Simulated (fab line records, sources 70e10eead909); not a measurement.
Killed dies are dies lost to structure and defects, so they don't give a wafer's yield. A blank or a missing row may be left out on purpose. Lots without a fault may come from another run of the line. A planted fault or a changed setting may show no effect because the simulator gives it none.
fab line records | flow nand_harc | part 2 of 2: steps 5 to 6 of 6
record lots=23 wafers=69 last_day=34
route steps=1302 shown A_STAIRCASE@700
lots that met no fault: from a run of the same line without faults
start_h: hours from the record's first day to the start of the lot's first wafer shown | wait_h: hours since the lot's step before | " the same as in the row above | L1.1+2: a row that stands for several wafers | - no value, or no start given | * or withheld: withheld | < > ~ a bound
route shown NAME@n: a module of which the file shows steps, and the number in the route of the first | usual: mean/standard deviation of fault-free wafers | same: alike in all rows | chamber/n: place in a boat | sites: the reading at each site | _std_site: their standard deviation | _edge_site: outer sites' mean less inner sites' | radius_mm: how far each site lies from the wafer's centre | mask NAME#n: copy n | behind: the tool/chamber that last shaped the wafer | hold: why the lot was held/for how many hours/how that ended | device: the transistor (n, p or np) that didn't switch | end of line: the same wafers' tests at the end of the route | a step without rows: its recipe alone | killed: dies lost to structure and defects at the first sort, not the wafer's yield | map: a wafer's dies, x killed, . not, _ none there
set.NAME: the setting as run; set.NAME@STEP: as run at that earlier step | model.NAME: the simulator's own value behind a step, which no gauge read
steps of the route over a sample of lots; a table a step, a row a wafer
services: from which hour (start_h, from the record's first day; less than 0 if before it) a tool's chamber was out of use, for how many hours, and why
## steps
# step NHARC_A_STAIRCASE_ETCH_199
# recipe target_depth_a=1000 time_s=40.5 ion_energy_ev=400 c4f8_flow_sccm=20 o2_flow_sccm=10 ar_flow_sccm=withheld rf_w=600 bias_w=1000 chemistry=C4F8/O2
# usual oes_product_au=0.946/0.014 rf_vpp_V=896/5.9
# columns lot.wafer tool chamber start_h wait_h oes_product_au rf_hours_counter_h rf_vpp_V
L074.2 rie_diel-12 2 - - 0.980 29 895
L074.3 " 3 " " 0.967 33 897
L074.6 " 3 " " 0.965 - 897
L075.1 rie_diel-11 2 - - 0.967 36 905
L075.4 " 0 " " 0.973 41 891
L075.6 " 2 " " 0.972 - 905
L076.1 rie_diel-12 2 - - 0.965 34 895
L076.5 " 3 " " 0.948 - 897
L076.6 " 0 " " 0.930 - 888
L077.1 rie_diel-11 1 - - 0.923 44 907
L077.6 " 3 " " 0.924 - 901
L077.5 " 0 " " 0.943 - 891
L079.2 rie_diel-07 2 - - 0.924 30 904
L079.3 " 3 " " 0.941 31 889
L079.6 " 1 " " 0.910 - 899
L078.2 rie_diel-07 0 - - 0.933 25 893
L078.6 " 0 " " 0.943 - 894
L078.5 " 1 " " 0.930 - 897
L080.1 rie_diel-07 2 - - 0.918 39 904
L080.2 " 3 " " 0.940 39 888
L080.6 " 2 " " 0.924 - 904
L082.3 rie_diel-07 0 - - 0.946 36 894
L082.2 " 1 " " 0.940 39 899
L082.6 " 1 " " 0.933 - 899
L083.1 rie_diel-07 1 - - 0.949 42 899
L083.4 " 3 " " 0.959 47 887
L083.6 " 2 " " 0.952 - 905
L081.3 rie_diel-11 3 - - 0.939 1 901
L081.1 " 0 " " 0.939 1 890
L081.5 " 3 " " 0.936 - 901
L084.1 rie_diel-12 2 - - 0.953 6 895
L084.2 " 0 " " 0.932 6 885
L084.6 " 2 " " 0.962 - 896
L085.3 rie_diel-12 3 - - 0.944 9 896
L085.2 " 0 " " 0.927 9 887
L085.1 " 2 " " 0.952 9 894
L086.1 rie_diel-12 2 - - 0.956 12 896
L086.2 " 0 " " 0.919 12 886
L086.5 " 3 " " 0.938 - 895
L087.3 rie_diel-11 1 - - 0.939 22 903
L087.6 " 2 " " 0.952 - 903
L087.5 " 3 " " 0.937 - 900
L088.1 rie_diel-11 1 - - 0.960 26 905
L088.5 " 3 " " 0.947 - 900
L088.6 " 0 " " 0.955 - 890
L089.2 rie_diel-07 2 - - 0.947 8 903
L089.4 " 3 " " 0.937 10 887
L089.1 " 1 " " 0.948 7 900
L092.1 rie_diel-11 2 - - 0.952 33 903
L092.3 " 1 " " 0.952 37 903
L092.4 " 3 " " 0.953 - 900
L091.2 rie_diel-12 3 - - 0.932 32 897
L091.3 " 1 " " 0.943 2 897
L091.5 " 0 " " 0.925 - 886
L093.4 rie_diel-12 1 - - 0.965 5 895
L093.1 " 3 " " 0.957 37 898
L093.3 " 0 " " 0.941 35 887
L094.4 rie_diel-12 2 - - 0.957 41 894
L094.1 " 3 " " 0.973 41 895
L094.5 " 2 " " 0.962 - 895
L095.1 rie_diel-11 3 - - 0.943 54 899
L095.5 " 3 " " 0.935 - 900
L095.4 " 0 " " 0.945 - 889
L096.2 rie_diel-07 2 - - 0.938 31 902
L096.3 " 3 " " 0.952 34 887
L096.6 " 3 " " 0.959 - 886
L097.3 rie_diel-07 1 - - 0.957 42 898
L097.6 " 1 " " 0.962 - 897
L097.5 " 2 " " 0.945 - 904
# step NHARC_A_STAIRCASE_TRIM_202
# recipe time_s=211.2 o2_flow_sccm=500 ar_flow_sccm=0 bias_w=0 chemistry=O2
# usual drypump_motor_current_A=5.8/0.52 mfc_ar_sccm=0.007/0.01 oes_product_au=0.997/0.0091 rf_vpp_V=57.9/0.95 showerhead_plenum_p_Torr=3.53/0.16 throttle_valve_pct=17.037/0.0087
# columns lot.wafer tool chamber start_h wait_h drypump_motor_current_A mfc_ar_sccm oes_product_au rf_hours_counter_h rf_vpp_V showerhead_plenum_p_Torr throttle_valve_pct
L074.3 rie_diel-12 0 - - 6.4 0.002 0.991 30 56.4 3.31 17.029
L074.2 " 1 " " 6.1 0.019 0.992 26 58.2 3.54 17.039
L074.6 " 3 " " 6.3 0 1.009 - 58.1 3.57 17.033
L075.4 rie_diel-11 2 - - 6.0 0 1.003 36 58.3 3.75 17.048
L075.1 " 0 " " 5.3 0.009 1.017 41 56.1 3.38 17.046
L075.6 " 2 " " 6.0 0 1.009 - 57.8 3.75 17.034
L076.1 rie_diel-12 1 - - 6.1 0.019 1.005 32 58.3 3.54 17.034
L076.5 " 0 " " 6.4 0.002 0.988 - 57.3 3.31 17.023
L076.6 " 1 " " 6.1 0.019 0.994 - 58.4 3.54 17.036
L077.1 rie_diel-11 1 - - 6.4 0 0.996 44 58.1 3.78 17.033
L077.6 " 1 " " 6.4 0 0.994 - 59.1 3.78 17.034
L077.5 " 2 " " 6.0 0 0.991 - 58.1 3.74 17.031
L079.3 rie_diel-07 0 - - 4.9 0.011 1.005 23 58.0 3.47 17.042
L079.2 " 2 " " 5.2 0 0.999 30 58.7 3.76 17.041
L079.6 " 3 " " 5.6 0.036 1.008 - 57.6 3.31 17.044
L078.2 rie_diel-07 2 - - 5.1 0 0.985 33 57.3 3.76 17.015
L078.6 " 0 " " 4.9 0.011 1.000 - 57.9 3.47 17.032
L078.5 " 1 " " 6.3 0.009 0.988 - 57.6 3.60 17.016
L080.2 rie_diel-07 0 - - 4.9 0.011 0.999 32 57.8 3.46 17.032
L080.1 " 3 " " 5.6 0.036 1.008 40 55.3 3.31 17.048
L080.6 " 0 " " 4.9 0.011 0.997 - 58.7 3.46 17.040
L082.3 rie_diel-07 1 - - 6.3 0.009 0.992 40 57.8 3.60 17.039
L082.2 " 0 " " 4.9 0.011 0.999 36 58.2 3.46 17.048
L082.6 " 1 " " 6.3 0.009 0.992 - 57.7 3.60 17.035
L083.1 rie_diel-07 1 - - 6.3 0.009 0.995 42 58.1 3.60 17.031
L083.4 " 2 " " 5.1 0 0.991 44 57.1 3.75 17.040
L083.6 " 0 " " 4.9 0.011 1.005 - 56.4 3.46 17.045
L081.1 rie_diel-11 2 - - 6.0 0 1.002 1 58.8 3.74 17.025
L081.3 " 3 " " 5.5 0 0.996 1 59.1 3.65 17.029
L081.5 " 2 " " 6.0 0 0.996 - 59.8 3.74 17.033
L084.1 rie_diel-12 2 - - 5.8 0 1.013 6 59.1 3.49 17.025
L084.2 " 3 " " 6.3 0 0.995 6 58.5 3.55 17.034
L084.6 " 3 " " 6.3 0 0.997 - 58.5 3.55 17.043
L085.2 rie_diel-12 3 - - 6.3 0 0.997 9 58.2 3.55 17.031
L085.1 " 0 " " 6.4 0.002 0.984 9 58.2 3.30 17.033
L085.3 " 2 " " 5.8 0 1.011 9 56.6 3.49 17.030
L086.2 rie_diel-12 2 - - 5.8 0 1.004 14 57.2 3.49 17.040
L086.1 " 3 " " 6.3 0 0.990 14 58.3 3.55 17.047
L086.5 " 0 " " 6.4 0.002 0.983 - 58.2 3.29 17.032
L087.3 rie_diel-11 2 - - 6.0 0 0.998 16 58.5 3.73 17.043
L087.6 " 3 " " 5.5 0 1.009 - 57.9 3.64 17.033
L087.5 " 0 " " 5.3 0.009 1.000 - 57.7 3.36 17.037
L088.1 rie_diel-11 3 - - 5.5 0 0.991 22 58.4 3.64 17.035
L088.5 " 1 " " 6.4 0 0.999 - 58.7 3.76 17.037
L088.6 " 2 " " 6.0 0 0.994 - 60.5 3.73 17.048
L089.1 rie_diel-07 1 - - 6.3 0.009 1.001 7 59.6 3.59 17.039
L089.2 " 2 " " 5.2 0 1.000 8 57.8 3.74 17.034
L089.4 " 3 " " 5.6 0.036 0.992 10 57.2 3.29 17.034
L092.3 rie_diel-11 3 - - 5.5 0 0.996 35 57.2 3.63 17.033
L092.1 " 2 " " 6.0 0 0.991 33 61.4 3.72 17.021
L092.4 " 1 " " 6.4 0 0.994 - 58.1 3.75 17.050
L091.3 rie_diel-12 1 - - 6.1 0.019 0.992 2 57.3 3.53 17.032
L091.2 " 2 " " 5.8 0 1.001 33 57.5 3.48 17.022
L091.5 " 1 " " 6.1 0.019 1.002 - 58.2 3.53 17.054
L093.4 rie_diel-12 2 - - 5.8 0 1.010 37 58.3 3.48 17.033
L093.3 " 3 " " 6.3 0 0.996 37 59.1 3.53 17.047
L093.1 " 0 " " 6.4 0.002 0.982 35 57.9 3.28 17.043
L094.1 rie_diel-12 3 - - 6.3 0 0.996 41 58.8 3.53 17.042
L094.4 " 0 " " 6.4 0.002 0.980 39 58.8 3.28 17.035
L094.5 " 0 " " 6.4 0.002 0.985 - 57.6 3.28 17.054
L095.1 rie_diel-11 1 - - 6.4 0 1.002 54 58.3 3.74 17.041
L095.4 " 3 " " 5.5 0 0.999 - 58.9 3.62 17.034
L095.5 " 1 " " 6.5 0 0.993 - 57.9 3.74 17.049
L096.3 rie_diel-07 1 - - 6.3 0.009 1.008 32 56.5 3.57 17.024
L096.2 " 3 " " 5.6 0.036 0.994 34 57.2 3.28 17.021
L096.6 " 2 " " 5.2 0 0.994 - 59.5 3.73 17.046
L097.3 rie_diel-07 3 - - 5.5 0.036 1.000 40 57.5 3.27 17.029
L097.6 " 0 " " 4.9 0.011 0.983 - 57.5 3.43 17.024
L097.5 " 1 " " 6.3 0.009 0.995 - 57.9 3.57 17.041
## services
# columns tool chamber start_h hours kind
rie_diel-07 0 339.05 9.1 repair
rie_diel-07 0 355.93 - clean
rie_diel-07 1 355.93 - clean
rie_diel-07 2 355.93 - clean
rie_diel-07 3 355.93 - clean
rie_diel-07 - 368.11 0.9 repair
rie_diel-07 0 380.43 - clean
rie_diel-07 1 380.43 - clean
rie_diel-07 2 380.43 - clean
rie_diel-07 3 380.43 - clean
rie_diel-07 0 405.03 - clean
rie_diel-07 1 405.03 - clean
rie_diel-07 2 405.03 - clean
rie_diel-07 3 405.03 - clean
rie_diel-12 1 411.34 1.3 repair
rie_diel-07 2 429.19 9.2 repair
rie_diel-11 - 433.60 9.0 pm
rie_diel-12 - 445.49 9.0 pm
rie_diel-11 2 459.95 2.8 repair
rie_diel-07 1 468.35 6.0 repair
rie_diel-07 - 472.26 9.0 pm
rie_diel-12 0 478.60 2.4 repair
rie_diel-11 2 564.00 30.2 repair
rie_diel-07 2 577.42 6.4 repair
